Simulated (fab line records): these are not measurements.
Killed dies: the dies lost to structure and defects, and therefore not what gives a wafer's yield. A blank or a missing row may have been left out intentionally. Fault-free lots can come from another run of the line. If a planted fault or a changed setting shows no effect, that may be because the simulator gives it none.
Comparing a struck lot with a sound one -- flow n5_finfet -- 25 steps out of a route of 1938
Sound: wafers L947.1, L947.2, L947.6. Wafers struck: L946.1, L946.3, L946.5. The cause is named last.
At each step with rows: each side's tool, then ch and its chambers, then its first start. Under that, the readings that differ: sound wafers -- struck wafers -- difference of the means -- sigmas: that difference in standard deviations of wafers without a fault.
alike: a reading whose means differ by less than 2 such deviations, as well as words and numbers matching on both sides. not compared: withheld readings; readings where some wafer has no value; bounds like >300 that might hide an equal value; numbers whose values overlap and for which the record gives no deviation.
Wherever a step has rows on one side only, a row that says differs or no value, or a row with sigmas, the two part there. Non-overlapping numbers with no deviation appear without sigmas and do not part them. A reading missing from all wafers of one side parts the sides only when that side holds two or more wafers.

first, 10 steps without rows for these wafers: N5_DUMMY_GATE_UV_OZONE_45 (time 120 s); N5_SPACER0_ALD_07 (deposits SiNx, target thk 2 nm); N5_SPACER0_ALD_00 (deposits SiOCN, target thk 3.5 nm, pulse time 3 s, purge time 2 s); N5_SPACER0_ALD_08 (deposits SiNx, target thk 2 nm); N5_SD_EPI_N_COAT_32 (time 60 s, resist thk 350 nm); N5_SD_EPI_N_COAT_33 (time 60 s, resist thk 35 nm); N5_SD_EPI_N_COAT_03 (resist thk 150 nm); N5_SD_EPI_N_EBR_05; N5_SD_EPI_N_SOFTBAKE_04 (time 60 s); N5_SD_EPI_N_EXPOSE_06 (exposes mask SD N BLK, target cd 120 nm).
N5_SD_EPI_N_PEB_07: peb time 60 s.
  sound on litho_track-04 ch 0, day 8 18:10; struck on litho_track-03 ch 0, day 8 14:44
reading,sound,struck,difference,sigmas
plate_temp_C (C),110.17 110.11 109.99,110.72 110.78 110.87,+0.70,+6
  alike: chill_plate_temp_C
then, 1 step without rows for these wafers: N5_SD_EPI_N_DEVELOP_08 (develop time 30 s).
N5_SD_EPI_N_CD_MEAS_09: the cd target is 120 nm.
  sound on cd_sem-02 ch 0, day 8 18:14; struck on cd_sem-03 ch 0, day 8 14:49
reading,sound,struck,difference,sigmas
cd_nm (nm),119.1 119.6 119.7,123.0 122.8 122.4,+3.3,+6
N5_SD_EPI_N_DESCUM_14: chemistry O2, time 7.9 s.
  sound on rie_diel-01 ch 2,3, day 8 18:34; struck on rie_diel-06 ch 1,2,3, day 8 14:54
reading,sound,struck,difference,sigmas
model.SD_EPI_N.cd_nm (nm),119 119.6 119.6,122.8 122.4 122.2,+3.1,
  alike: drypump_motor_current_A, oes_product_au, rf_vpp_V, showerhead_plenum_p_Torr, throttle_valve_pct
  not compared: rf_hours_counter_h
then, 7 steps without rows for these wafers: N5_SD_EPI_N_ETCH_34 (etches SiARC in CF4, target depth 45.5 nm, time 75.8 s); N5_SD_EPI_N_ETCH_35 (etches SOC in N2/H2, overetch 108 nm, time 486 s); N5_SD_EPI_N_STRIP_36 (strips in N2/H2); N5_SD_EPI_N_ETCHBACK_44 (etches SiNx in CH3F/O2, stops on SiO2, target depth 14.5 nm); N5_SD_EPI_N_ETCH_45 (etches SiOCN in CH3F/O2, target depth 6 nm); N5_SD_EPI_N_ETCH_16 (etches SiO2 in CHF3/O2, target depth 5 nm); N5_SD_EPI_N_STRIP_47 (strips in CHF3/O2).
N5_SD_EPI_N_SD_RECESS_17: chemistry HBr/Cl2/O2, target depth 41 nm, time 23.7 s, bt time 3 s.
  sound on rie_si-06 ch 1,2,3, day 8 19:15; struck on rie_si-02 ch 1,2, day 8 15:35
reading,sound,struck,difference,sigmas
drypump_motor_current_A (A),5.9 5.1 4.9,6.3 6.2 6.2,+0.9,+2
model.SD_EPI_N.cd_nm (nm),119 118.4 119,122.8 122.8 122.4,+3.9,
  alike: oes_o_777_au, oes_product_au, throttle_valve_pct
  not compared: rf_hours_counter_h
then, 1 step without rows for these wafers: N5_SD_EPI_N_STRIP_38 (strips in N2/H2).
-- record jumps: 5 days separate the struck wafers' starts on either side; left off in module SD_EPI_N, taken up again in module BEOL_M4, whose first shown step is the route's number 1111 --
N5_BEOL_M4_RC_MEAS_101:
  sound on prober-02 ch 0, day 13 20:15; struck on prober-01 ch 0, day 13 09:16
  alike: DIBL_N, DIBL_P, IOFF_N, IOFF_P, ION_N, ION_P, SS_N, SS_P, VT_N, VT_P
-- a jump in the record: the struck wafers' starts before and after are 4 days apart (it breaks off in module BEOL_M4 and resumes in module PASSIVATION, where the first step shown is number 1936 of the route) --
N5_PASSIVATION_PROBE_49:
  sound: prober-01 at day 18 05:34; struck: prober-01 at day 17 16:40
  alike: defect_limited_yield, killed_at_M0_to_M3, killed_at_M4_up, killed_at_contacts, killed_at_front_end, killed_at_other, killed_dies, killed_open, killed_short, sort_bin_5_function, sort_bin_6_memory, sort_n_pass, sort_yield_pct

== WHERE THEY PART ==
First at N5_SD_EPI_N_PEB_07; last, within this record, at N5_SD_EPI_N_SD_RECESS_17. Later steps at which nothing parts them and some readings are alike: N5_BEOL_M4_RC_MEAS_101, N5_PASSIVATION_PROBE_49.

WHY: what had been put in by the simulator
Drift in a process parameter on litho_track-03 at N5_SD_EPI_N_PEB_07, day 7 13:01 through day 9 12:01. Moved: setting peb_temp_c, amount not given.
